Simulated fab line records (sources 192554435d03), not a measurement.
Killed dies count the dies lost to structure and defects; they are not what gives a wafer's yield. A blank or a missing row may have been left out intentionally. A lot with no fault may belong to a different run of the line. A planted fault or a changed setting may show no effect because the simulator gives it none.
Which tool was responsible? :: flow n5Finfet :: 24 lots with 72 wafers sampled at 6 steps, on a route of 1938 steps

WHAT THE GAUGES SHOWED, per wafer
N5_BEOL_M8_OCD_MEAS_38. Usual: 92.9 nm for trenchDepthNm, sd 1.8.
lot: L075
measured: day 12 02:55
on: ocd-01
trenchDepthNm (nm): 94.5 92.6 92.6
flag: 

lot: L074
measured: day 12 06:44
on: ocd-02
trenchDepthNm (nm): 95.5 91.3 95.2
flag: 

lot: L076
measured: day 12 19:38
on: ocd-01
trenchDepthNm (nm): 92.7 91.7 92.6
flag: 

lot: L077
measured: day 13 03:47
on: ocd-02
trenchDepthNm (nm): 92.3 89.7 91.8
flag: 

lot: L080
measured: day 13 11:47
on: ocd-01
trenchDepthNm (nm): 92.5 90.6 93.1
flag: 

lot: L081
measured: day 13 15:23
on: ocd-01
trenchDepthNm (nm): 91.3 94.1 94.0
flag: 

lot: L079
measured: day 13 23:17
on: ocd-02
trenchDepthNm (nm): 90.9 90.9 94.1
flag: 

lot: L078
measured: day 14 02:53
on: ocd-01
trenchDepthNm (nm): 95.0 91.2 91.6
flag: 

lot: L082
measured: day 14 04:47
on: ocd-01
trenchDepthNm (nm): 95.2 92.6 93.4
flag: 

lot: L083
measured: day 14 10:28
on: ocd-02
trenchDepthNm (nm): 92.3 92.9 89.6
flag: 

lot: L085
measured: day 14 19:17
on: ocd-02
trenchDepthNm (nm): 94.0 92.7 90.7
flag: 

lot: L086
measured: day 14 23:56
on: ocd-01
trenchDepthNm (nm): 95.7 91.3 90.8
flag: 

lot: L084
measured: day 15 10:05
on: ocd-02
trenchDepthNm (nm): 90.4 94.9 94.2
flag: 

lot: L088
measured: day 15 16:41
on: ocd-01
trenchDepthNm (nm): 93.8 94.5 96.1
flag: 

lot: L089
measured: day 15 17:11
on: ocd-02
trenchDepthNm (nm): 96.1 94.6 94.0
flag: 

lot: L087
measured: day 15 20:55
on: ocd-01
trenchDepthNm (nm): 92.2 94.8 92.1
flag: 

lot: L091
measured: day 15 23:00
on: ocd-01
trenchDepthNm (nm): 92.7 91.5 94.1
flag: 

lot: L090
measured: day 16 21:07
on: ocd-01
trenchDepthNm (nm): 90.9 91.6 92.2
flag: 

lot: L093
measured: day 17 06:19
on: ocd-01
trenchDepthNm (nm): 90.9 90.6 94.6
flag: 

lot: L094
measured: day 17 06:36
on: ocd-02
trenchDepthNm (nm): 92.2 94.1 92.8
flag: 

lot: L092
measured: day 17 14:43
on: ocd-02
trenchDepthNm (nm): 95.5 91.2 95.4
flag: 

lot: L097
measured: day 18 00:02
on: ocd-02
trenchDepthNm (nm): 92.8 89.9 93.7
flag: 

lot: L096
measured: day 18 00:12
on: ocd-01
trenchDepthNm (nm): 94.1 91.3 90.5
flag: 

lot: L095
measured: day 19 07:01
on: ocd-01
trenchDepthNm (nm): 92.2 95.5 91.1
flag: 

N5_BEOL_M9_INSPECT_30: inspects for defects (brightfield). Usual: 397 for rawDefectCount, sd 83.
lot: L075
measured: day 12 11:59
on: defectInspect-01
rawDefectCount: 437 363 413
flag: 

lot: L074
measured: day 12 15:48
on: defectInspect-01
rawDefectCount: 338 469 309
flag: 

lot: L076
measured: day 13 03:10
on: defectInspect-01
rawDefectCount: 398 415 406
flag: 

lot: L077
measured: day 13 10:27
on: defectInspect-02
rawDefectCount: 426 413 524
flag: 

lot: L080
measured: day 13 18:59
on: defectInspect-01
rawDefectCount: 397 433 432
flag: 

lot: L081
measured: day 13 22:53
on: defectInspect-01
rawDefectCount: 312 307 360
flag: 

lot: L079
measured: day 14 10:03
on: defectInspect-01
rawDefectCount: 334 372 415
flag: 

lot: L078
measured: day 14 13:25
on: defectInspect-02
rawDefectCount: 396 470 395
flag: 

lot: L082
measured: day 14 13:01
on: defectInspect-01
rawDefectCount: 360 510 415
flag: 

lot: L083
measured: day 14 16:23
on: defectInspect-02
rawDefectCount: 309 607 460
flag: 

lot: L085
measured: day 15 01:10
on: defectInspect-02
rawDefectCount: 437 415 402
flag: 

lot: L086
measured: day 15 09:25
on: defectInspect-02
rawDefectCount: 348 433 374
flag: 

lot: L084
measured: day 15 16:15
on: defectInspect-01
rawDefectCount: 455 516 403
flag: 

lot: L088
measured: day 16 02:32
on: defectInspect-01
rawDefectCount: 398 276 406
flag: 

lot: L089
measured: day 16 02:41
on: defectInspect-01
rawDefectCount: 412 343 341
flag: 

lot: L087
measured: day 16 04:43
on: defectInspect-02
rawDefectCount: 371 483 487
flag: 

lot: L091
measured: day 16 07:44
on: defectInspect-02
rawDefectCount: 290 310 292
flag: 

lot: L090
measured: day 17 07:07
on: defectInspect-01
rawDefectCount: 321 294 245
flag: 

lot: L093
measured: day 17 14:08
on: defectInspect-01
rawDefectCount: 514 649 401
flag: 

lot: L094
measured: day 17 14:20
on: defectInspect-01
rawDefectCount: 368 533 429
flag: 

lot: L092
measured: day 17 20:15
on: defectInspect-02
rawDefectCount: 337 392 426
flag: 

lot: L097
measured: day 18 10:30
on: defectInspect-01
rawDefectCount: 383 344 420
flag: 

lot: L096
measured: day 18 10:42
on: defectInspect-01
rawDefectCount: 400 306 290
flag: 

lot: L095
measured: day 19 17:12
on: defectInspect-02
rawDefectCount: 467 316 418
flag: 

N5_BEOL_M9_INSPECT_58: inspects for defects (darkfield). Usual: 71 for rawDefectCount, sd 21.
lot: L075
measured: day 12 15:36
on: defectInspect-02
rawDefectCount: 64 90 62
flag: 

lot: L074
measured: day 12 19:24
on: defectInspect-02
rawDefectCount: 76 72 93
flag: 

lot: L076
measured: day 13 06:21
on: defectInspect-02
rawDefectCount: 39 90 57
flag: 

lot: L077
measured: day 13 14:08
on: defectInspect-01
rawDefectCount: 73 61 86
flag: 

lot: L080
measured: day 13 21:50
on: defectInspect-02
rawDefectCount: 46 79 54
flag: 

lot: L081
measured: day 14 03:35
on: defectInspect-01
rawDefectCount: 64 25 107
flag: 

lot: L079
measured: day 14 13:10
on: defectInspect-01
rawDefectCount: 95 107 39
flag: 

lot: L078
measured: day 14 16:47
on: defectInspect-01
rawDefectCount: 64 96 67
flag: 

lot: L082
measured: day 14 16:07
on: defectInspect-02
rawDefectCount: 57 58 60
flag: 

lot: L083
measured: day 14 19:17
on: defectInspect-01
rawDefectCount: 52 86 61
flag: 

lot: L085
measured: day 15 07:02
on: defectInspect-01
rawDefectCount: 72 66 156
flag: 

lot: L086
measured: day 15 12:23
on: defectInspect-01
rawDefectCount: 58 53 70
flag: 

lot: L084
measured: day 15 19:35
on: defectInspect-01
rawDefectCount: 98 87 71
flag: 

lot: L088
measured: day 16 05:28
on: defectInspect-01
rawDefectCount: 49 67 37
flag: 

lot: L089
measured: day 16 06:00
on: defectInspect-01
rawDefectCount: 83 81 49
flag: 

lot: L087
measured: day 16 08:26
on: defectInspect-01
rawDefectCount: 66 87 82
flag: 

lot: L091
measured: day 16 11:26
on: defectInspect-01
rawDefectCount: 58 53 47
flag: 

lot: L090
measured: day 17 10:47
on: defectInspect-01
rawDefectCount: 116 134 83
flag: 

lot: L093
measured: day 17 16:50
on: defectInspect-01
rawDefectCount: 75 73 69
flag: 

lot: L094
measured: day 17 18:58
on: defectInspect-02
rawDefectCount: 134 92 88
flag: 

lot: L092
measured: day 17 23:03
on: defectInspect-01
rawDefectCount: 58 70 75
flag: 

lot: L097
measured: day 18 13:49
on: defectInspect-02
rawDefectCount: 65 67 56
flag: 

lot: L096
measured: day 18 14:59
on: defectInspect-01
rawDefectCount: 73 69 69
flag: 

lot: L095
measured: day 19 20:08
on: defectInspect-02
rawDefectCount: 64 98 112
flag: 

EACH LOT AND THE TOOL THAT RAN IT (in order: tool; ch and the chambers of the sampled wafers; start)
lot: L075
N5_BEOL_M8_DESCUM_33: rieDiel-05 ch 0,2, day 12 02:29
N5_BEOL_M8_PRE_CLEAN_45: pvdSputter-02, day 12 03:29
N5_BEOL_M9_SURFACE_TREAT_79: pvdSputter-03, day 12 13:27

lot: L074
N5_BEOL_M8_DESCUM_33: rieDiel-05 ch 1,2, day 12 06:18
N5_BEOL_M8_PRE_CLEAN_45: pvdSputter-01, day 12 07:25
N5_BEOL_M9_SURFACE_TREAT_79: pvdSputter-02, day 12 18:07

lot: L076
N5_BEOL_M8_DESCUM_33: rieDiel-05 ch 0,1,3, day 12 19:12
N5_BEOL_M8_PRE_CLEAN_45: pvdSputter-02, day 12 20:13
N5_BEOL_M9_SURFACE_TREAT_79: pvdSputter-03, day 13 05:02

lot: L077
N5_BEOL_M8_DESCUM_33: rieDiel-05 ch 0,1,3, day 13 03:22
N5_BEOL_M8_PRE_CLEAN_45: pvdSputter-02, day 13 04:22
N5_BEOL_M9_SURFACE_TREAT_79: pvdSputter-01, day 13 12:15

lot: L080
N5_BEOL_M8_DESCUM_33: rieDiel-04 ch 2,3, day 13 11:21
N5_BEOL_M8_PRE_CLEAN_45: pvdSputter-01, day 13 12:27
N5_BEOL_M9_SURFACE_TREAT_79: pvdSputter-01, day 13 20:34

lot: L081
N5_BEOL_M8_DESCUM_33: rieDiel-04 ch 0,3, day 13 14:58
N5_BEOL_M8_PRE_CLEAN_45: pvdSputter-03, day 13 16:04
N5_BEOL_M9_SURFACE_TREAT_79: pvdSputter-02, day 14 00:30

lot: L079
N5_BEOL_M8_DESCUM_33: rieDiel-01 ch 1,2,3, day 13 22:50
N5_BEOL_M8_PRE_CLEAN_45: pvdSputter-01, day 14 00:08
N5_BEOL_M9_SURFACE_TREAT_79: pvdSputter-03, day 14 11:33

lot: L078
N5_BEOL_M8_DESCUM_33: rieDiel-01 ch 2,3, day 14 02:28
N5_BEOL_M8_PRE_CLEAN_45: pvdSputter-03, day 14 04:19
N5_BEOL_M9_SURFACE_TREAT_79: pvdSputter-03, day 14 15:10

lot: L082
N5_BEOL_M8_DESCUM_33: rieDiel-05 ch 0,1,2, day 14 04:20
N5_BEOL_M8_PRE_CLEAN_45: pvdSputter-02, day 14 05:28
N5_BEOL_M9_SURFACE_TREAT_79: pvdSputter-03, day 14 14:50

lot: L083
N5_BEOL_M8_DESCUM_33: rieDiel-05 ch 1,2,3, day 14 10:02
N5_BEOL_M8_PRE_CLEAN_45: pvdSputter-02, day 14 11:04
N5_BEOL_M9_SURFACE_TREAT_79: pvdSputter-03, day 14 18:02

lot: L085
N5_BEOL_M8_DESCUM_33: rieDiel-01 ch 0,1,2, day 14 18:51
N5_BEOL_M8_PRE_CLEAN_45: pvdSputter-01, day 14 19:59
N5_BEOL_M9_SURFACE_TREAT_79: pvdSputter-01, day 15 03:08

lot: L086
N5_BEOL_M8_DESCUM_33: rieDiel-04 ch 1,2, day 14 23:30
N5_BEOL_M8_PRE_CLEAN_45: pvdSputter-01, day 15 00:32
N5_BEOL_M9_SURFACE_TREAT_79: pvdSputter-01, day 15 11:09

lot: L084
N5_BEOL_M8_DESCUM_33: rieDiel-04 ch 0,2, day 15 09:39
N5_BEOL_M8_PRE_CLEAN_45: pvdSputter-01, day 15 10:50
N5_BEOL_M9_SURFACE_TREAT_79: pvdSputter-03, day 15 18:02

lot: L088
N5_BEOL_M8_DESCUM_33: rieDiel-04 ch 0,3, day 15 16:14
N5_BEOL_M8_PRE_CLEAN_45: pvdSputter-03, day 15 17:26
N5_BEOL_M9_SURFACE_TREAT_79: pvdSputter-01, day 16 04:08

lot: L089
N5_BEOL_M8_DESCUM_33: rieDiel-04 ch 0,3, day 15 16:45
N5_BEOL_M8_PRE_CLEAN_45: pvdSputter-03, day 15 18:10
N5_BEOL_M9_SURFACE_TREAT_79: pvdSputter-03, day 16 04:17

lot: L087
N5_BEOL_M8_DESCUM_33: rieDiel-01 ch 2,3, day 15 20:29
N5_BEOL_M8_PRE_CLEAN_45: pvdSputter-03, day 15 21:44
N5_BEOL_M9_SURFACE_TREAT_79: pvdSputter-01, day 16 06:50

lot: L091
N5_BEOL_M8_DESCUM_33: rieDiel-05 ch 0,1,2, day 15 22:34
N5_BEOL_M8_PRE_CLEAN_45: pvdSputter-01, day 15 23:33
N5_BEOL_M9_SURFACE_TREAT_79: pvdSputter-01, day 16 10:05

lot: L090
N5_BEOL_M8_DESCUM_33: rieDiel-05 ch 0,1, day 16 20:41
N5_BEOL_M8_PRE_CLEAN_45: pvdSputter-03, day 16 21:40
N5_BEOL_M9_SURFACE_TREAT_79: pvdSputter-03, day 17 09:32

lot: L093
N5_BEOL_M8_DESCUM_33: rieDiel-01 ch 0,1, day 17 05:54
N5_BEOL_M8_PRE_CLEAN_45: pvdSputter-02, day 17 06:53
N5_BEOL_M9_SURFACE_TREAT_79: pvdSputter-02, day 17 15:31

lot: L094
N5_BEOL_M8_DESCUM_33: rieDiel-04 ch 0,1,3, day 17 06:10
N5_BEOL_M8_PRE_CLEAN_45: pvdSputter-01, day 17 07:18
N5_BEOL_M9_SURFACE_TREAT_79: pvdSputter-03, day 17 15:53

lot: L092
N5_BEOL_M8_DESCUM_33: rieDiel-04 ch 2,3, day 17 14:17
N5_BEOL_M8_PRE_CLEAN_45: pvdSputter-01, day 17 15:16
N5_BEOL_M9_SURFACE_TREAT_79: pvdSputter-03, day 17 21:50

lot: L097
N5_BEOL_M8_DESCUM_33: rieDiel-01 ch 0,1,3, day 17 23:37
N5_BEOL_M8_PRE_CLEAN_45: pvdSputter-02, day 18 01:05
N5_BEOL_M9_SURFACE_TREAT_79: pvdSputter-01, day 18 12:28

lot: L096
N5_BEOL_M8_DESCUM_33: rieDiel-05 ch 1,2,3, day 17 23:46
N5_BEOL_M8_PRE_CLEAN_45: pvdSputter-02, day 18 01:10
N5_BEOL_M9_SURFACE_TREAT_79: pvdSputter-03, day 18 13:28

lot: L095
N5_BEOL_M8_DESCUM_33: rieDiel-01 ch 2,3, day 19 06:35
N5_BEOL_M8_PRE_CLEAN_45: pvdSputter-03, day 19 07:40
N5_BEOL_M9_SURFACE_TREAT_79: pvdSputter-02, day 19 18:44
- N5_BEOL_M8_DESCUM_33: chemistry O2, time 7 s.
- N5_BEOL_M8_PRE_CLEAN_45: time 30 s.
- N5_BEOL_M9_SURFACE_TREAT_79

AS READ BY THE TOOLS THEMSELVES (means over the sampled wafers that have a number; for cases with no such wafer, the mark the record gives instead)
N5_BEOL_M8_DESCUM_33. Usual: drypumpMotorCurrentA 5.6 A, standard deviation 0.53; oesProductAu 0.80 a.u., standard deviation 0.082; rfVppV 243.2 V, standard deviation 1.2; showerheadPlenumPTorr 2.08 Torr, standard deviation 0.062; throttleValvePct 20.17 %, standard deviation 0.18.
lot: L075
tool: rieDiel-05
drypumpMotorCurrentA (A): 5.3
oesProductAu (a.u.): 0.77
rfVppV (V): 243.9
showerheadPlenumPTorr (Torr): 2.08
throttleValvePct (%): 20.17
flag: 

lot: L074
tool: rieDiel-05
drypumpMotorCurrentA (A): 5.7
oesProductAu (a.u.): 0.77
rfVppV (V): 243.6
showerheadPlenumPTorr (Torr): 2.05
throttleValvePct (%): 19.99
flag: 

lot: L076
tool: rieDiel-05
drypumpMotorCurrentA (A): 5.6
oesProductAu (a.u.): 0.83
rfVppV (V): 242.2
showerheadPlenumPTorr (Torr): 2.05
throttleValvePct (%): 20.13
flag: 

lot: L077
tool: rieDiel-05
drypumpMotorCurrentA (A): 5.6
oesProductAu (a.u.): 0.82
rfVppV (V): 242.2
showerheadPlenumPTorr (Torr): 2.05
throttleValvePct (%): 20.14
flag: 

lot: L080
tool: rieDiel-04
drypumpMotorCurrentA (A): 6.0
oesProductAu (a.u.): 0.69
rfVppV (V): 243.6
showerheadPlenumPTorr (Torr): 2.13
throttleValvePct (%): 20.23
flag: 

lot: L081
tool: rieDiel-04
drypumpMotorCurrentA (A): 6.0
oesProductAu (a.u.): 0.85
rfVppV (V): 242.9
showerheadPlenumPTorr (Torr): 2.09
throttleValvePct (%): 20.08
flag: 

lot: L079
tool: rieDiel-01
drypumpMotorCurrentA (A): 5.3
oesProductAu (a.u.): 0.79
rfVppV (V): 245.2
showerheadPlenumPTorr (Torr): 2.15
throttleValvePct (%): 20.23
flag: 

lot: L078
tool: rieDiel-01
drypumpMotorCurrentA (A): 5.5
oesProductAu (a.u.): 0.82
rfVppV (V): 242.9
showerheadPlenumPTorr (Torr): 2.10
throttleValvePct (%): 20.11
flag: 

lot: L082
tool: rieDiel-05
drypumpMotorCurrentA (A): 5.7
oesProductAu (a.u.): 0.77
rfVppV (V): 242.0
showerheadPlenumPTorr (Torr): 2.06
throttleValvePct (%): 20.10
flag: 

lot: L083
tool: rieDiel-05
drypumpMotorCurrentA (A): 5.7
oesProductAu (a.u.): 0.79
rfVppV (V): 243.3
showerheadPlenumPTorr (Torr): 2.04
throttleValvePct (%): 20.06
flag: 

lot: L085
tool: rieDiel-01
drypumpMotorCurrentA (A): 5.2
oesProductAu (a.u.): 0.75
rfVppV (V): 243.7
showerheadPlenumPTorr (Torr): 2.16
throttleValvePct (%): 20.41
flag: 

lot: L086
tool: rieDiel-04
drypumpMotorCurrentA (A): 5.4
oesProductAu (a.u.): 0.74
rfVppV (V): 244.1
showerheadPlenumPTorr (Torr): 2.07
throttleValvePct (%): 20.11
flag: 

lot: L084
tool: rieDiel-04
drypumpMotorCurrentA (A): 5.5
oesProductAu (a.u.): 0.82
rfVppV (V): 243.0
showerheadPlenumPTorr (Torr): 2.05
throttleValvePct (%): 19.97
flag: 

lot: L088
tool: rieDiel-04
drypumpMotorCurrentA (A): 6.0
oesProductAu (a.u.): 0.90
rfVppV (V): 242.4
showerheadPlenumPTorr (Torr): 2.09
throttleValvePct (%): 20.04
flag: 

lot: L089
tool: rieDiel-04
drypumpMotorCurrentA (A): 6.0
oesProductAu (a.u.): 0.90
rfVppV (V): 243.5
showerheadPlenumPTorr (Torr): 2.09
throttleValvePct (%): 20.05
flag: 

lot: L087
tool: rieDiel-01
drypumpMotorCurrentA (A): 5.5
oesProductAu (a.u.): 0.80
rfVppV (V): 243.1
showerheadPlenumPTorr (Torr): 2.09
throttleValvePct (%): 20.12
flag: 

lot: L091
tool: rieDiel-05
drypumpMotorCurrentA (A): 5.7
oesProductAu (a.u.): 0.75
rfVppV (V): 242.6
showerheadPlenumPTorr (Torr): 2.05
throttleValvePct (%): 20.12
flag: 

lot: L090
tool: rieDiel-05
drypumpMotorCurrentA (A): 5.7
oesProductAu (a.u.): 0.76
rfVppV (V): 243.2
showerheadPlenumPTorr (Torr): 2.06
throttleValvePct (%): 20.23
flag: 

lot: L093
tool: rieDiel-01
drypumpMotorCurrentA (A): 5.2
oesProductAu (a.u.): 0.78
rfVppV (V): 244.2
showerheadPlenumPTorr (Torr): 2.13
throttleValvePct (%): 20.42
flag: 

lot: L094
tool: rieDiel-04
drypumpMotorCurrentA (A): 6.3
oesProductAu (a.u.): 0.85
rfVppV (V): 243.4
showerheadPlenumPTorr (Torr): 2.09
throttleValvePct (%): 20.20
flag: 

lot: L092
tool: rieDiel-04
drypumpMotorCurrentA (A): 6.0
oesProductAu (a.u.): 0.82
rfVppV (V): 243.7
showerheadPlenumPTorr (Torr): 2.12
throttleValvePct (%): 20.14
flag: 

lot: L097
tool: rieDiel-01
drypumpMotorCurrentA (A): 5.4
oesProductAu (a.u.): 0.79
rfVppV (V): 243.1
showerheadPlenumPTorr (Torr): 2.08
throttleValvePct (%): 20.30
flag: 

lot: L096
tool: rieDiel-05
drypumpMotorCurrentA (A): 5.7
oesProductAu (a.u.): 0.76
rfVppV (V): 241.7
showerheadPlenumPTorr (Torr): 2.03
throttleValvePct (%): 20.11
flag: 

lot: L095
tool: rieDiel-01
drypumpMotorCurrentA (A): 5.5
oesProductAu (a.u.): 0.76
rfVppV (V): 242.6
showerheadPlenumPTorr (Torr): 2.08
throttleValvePct (%): 20.17
flag: 

N5_BEOL_M8_PRE_CLEAN_45. Usual: 332 W for heaterPowerW, sd 32.
lot: L075
tool: pvdSputter-02
heaterPowerW (W): 335
flag: 

lot: L074
tool: pvdSputter-01
heaterPowerW (W): 325
flag: 

lot: L076
tool: pvdSputter-02
heaterPowerW (W): 402
flag: 

lot: L077
tool: pvdSputter-02
heaterPowerW (W): 393
flag: 

lot: L080
tool: pvdSputter-01
heaterPowerW (W): 325
flag: 

lot: L081
tool: pvdSputter-03
heaterPowerW (W): 310
flag: 

lot: L079
tool: pvdSputter-01
heaterPowerW (W): 331
flag: 

lot: L078
tool: pvdSputter-03
heaterPowerW (W): 316
flag: 

lot: L082
tool: pvdSputter-02
heaterPowerW (W): 314
flag: 

lot: L083
tool: pvdSputter-02
heaterPowerW (W): 362
flag: 

lot: L085
tool: pvdSputter-01
heaterPowerW (W): 331
flag: 

lot: L086
tool: pvdSputter-01
heaterPowerW (W): 330
flag: 

lot: L084
tool: pvdSputter-01
heaterPowerW (W): 329
flag: 

lot: L088
tool: pvdSputter-03
heaterPowerW (W): 306
flag: 

lot: L089
tool: pvdSputter-03
heaterPowerW (W): 309
flag: 

lot: L087
tool: pvdSputter-03
heaterPowerW (W): 316
flag: 

lot: L091
tool: pvdSputter-01
heaterPowerW (W): 328
flag: 

lot: L090
tool: pvdSputter-03
heaterPowerW (W): 316
flag: 

lot: L093
tool: pvdSputter-02
heaterPowerW (W): 306
flag: 

lot: L094
tool: pvdSputter-01
heaterPowerW (W): 328
flag: 

lot: L092
tool: pvdSputter-01
heaterPowerW (W): 321
flag: 

lot: L097
tool: pvdSputter-02
heaterPowerW (W): 349
flag: 

lot: L096
tool: pvdSputter-02
heaterPowerW (W): 341
flag: 

lot: L095
tool: pvdSputter-03
heaterPowerW (W): 312
flag: 

THE ANSWER, worked out from the rows above alone
Rule: a lot is off if the mean of its wafers that have a number lies more than 3 standard deviations from the usual mean. A lot without any number at a reading at which 4 lots or more have one is off too. Any other lot the step has rows for is counted as sound. After the gauges, taken in route order, come the tools' own readings; for these a lot's mean is taken, as printed above. The first step at which some lot is off is used, and at that step the reading that is off furthest; a lot without a number counts as furthest.
No lot is off at any reading shown: from this, nothing can be told.

WHAT THE SIMULATOR HAD INSERTED
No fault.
